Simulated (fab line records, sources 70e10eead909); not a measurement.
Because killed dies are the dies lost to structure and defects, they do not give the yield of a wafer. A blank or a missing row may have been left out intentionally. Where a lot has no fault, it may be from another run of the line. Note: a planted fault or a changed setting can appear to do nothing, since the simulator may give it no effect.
One fault seen from 2 desks || flow nandHarc || each desk has only its own numbers; what lay behind them comes last

## TOOL OWNER'S DESK, krfScanner-02
The tool's own readings at NHARC_P_BONDPAD_EXPOSE_06 (exposes mask P BPAD): means of the sampled wafers that have a number, for each lot that ran on this tool. A lot is out of limits, marked OUT, if its mean lies more than 4 standard deviations from the usual mean; the brackets give that distance.
Columns: A = exposureDoseMJCm2 at NHARC_P_BONDPAD_EXPOSE_06, usual 37.07; B = stageVelMmS at NHARC_P_BONDPAD_EXPOSE_06, usual 500.00 mm/s
{"lot": "L479", "first seen here": "day 7 01:19", "A": 37.12, "B": 499.87}
{"lot": "L482", "first seen here": "day 8 07:02", "A": 37.04, "B": 499.91}
{"lot": "L494", "first seen here": "day 13 06:38", "A": 37.04, "B": 499.98}
{"lot": "L495", "first seen here": "day 13 16:29", "A": "51.07 (+99 or more) OUT", "B": 500.17}
{"lot": "L496", "first seen here": "day 14 03:54", "A": "48.25 (+99 or more) OUT", "B": 499.91}
This desk's finding: out of limits on L495, L496; first on L495, day 13 16:29 (exposureDoseMJCm2 at NHARC_P_BONDPAD_EXPOSE_06). In limits: L479, L482, L494.

## AT THE METROLOGY DESK
What the gauges read, lot by lot, whatever tool the lot ran on: means of the sampled wafers that have a number. A lot is out of limits, marked OUT, if its mean lies more than 4 standard deviations from the usual mean; the brackets give that distance.
Columns: A = thkNm at NHARC_P_BONDPAD_THK_MEAS_33, usual 199.9 nm; B = cdNm at NHARC_P_BONDPAD_CD_MEAS_09, usual 499.3 nm; C = overlayXNm at NHARC_P_BONDPAD_OVL_MEAS_38, usual -1 nm; D = overlayYNm at NHARC_P_BONDPAD_OVL_MEAS_38, usual 1 nm
{"lot": "L479", "first seen here": "day 7 00:53", "A": 198.8, "B": 500.7, "C": 1, "D": 0}
{"lot": "L482", "first seen here": "day 8 06:37", "A": 199.9, "B": 500.8, "C": -6, "D": 7}
{"lot": "L483", "first seen here": "day 8 19:58", "A": 199.6, "B": 499.7, "C": 5, "D": -2}
{"lot": "L488", "first seen here": "day 10 17:10", "A": 201.6, "B": 497.2, "C": -1, "D": 7}
{"lot": "L489", "first seen here": "day 11 03:29", "A": 200.0, "B": 498.4, "C": -1, "D": -5}
{"lot": "L490", "first seen here": "day 11 11:32", "A": 200.2, "B": 497.5, "C": -9, "D": -4}
{"lot": "L494", "first seen here": "day 13 06:13", "A": 199.1, "B": 498.1, "C": -2, "D": 10}
{"lot": "L495", "first seen here": "day 13 16:12", "A": 201.6, "B": "509.8 (+5.3) OUT", "C": -4, "D": -7}
{"lot": "L496", "first seen here": "day 14 03:37", "A": 198.2, "B": "511.0 (+5.8) OUT", "C": -1, "D": 1}
{"lot": "L497", "first seen here": "day 14 07:42", "A": 199.1, "B": 499.9, "C": 1, "D": -5}
{"lot": "L498", "first seen here": "day 15 02:25", "A": 198.7, "B": 500.6, "C": -6, "D": 9}
{"lot": "L500", "first seen here": "day 15 23:53", "A": 199.5, "B": 498.3, "C": -1, "D": -6}
This desk's finding: out of limits on L495, L496; first on L495, day 13 16:38 (cdNm at NHARC_P_BONDPAD_CD_MEAS_09). In limits: L479, L482, L483, L488, L489, L490, L494, L497, L498, L500.

## PUT TOGETHER
On L495, L496, at day 13 16:29, an alarm was possible from the tool owner's desk.
L495, L496 would have let the metrology desk raise an alarm at day 13 16:38.
Of the lots named, all ran NHARC_P_BONDPAD_EXPOSE_06 on krfScanner-02.

## WHAT THE SIMULATOR HAD PUT IN
Process parameters drifting: krfScanner-02 at NHARC_P_BONDPAD_EXPOSE_06, beginning at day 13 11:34. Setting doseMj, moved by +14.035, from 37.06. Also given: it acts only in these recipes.
Lots struck among those shown: L495, L496.
Time in hours from fault onset to the first out-of-limits reading at each desk: tool owner's desk 5, metrology desk 5.
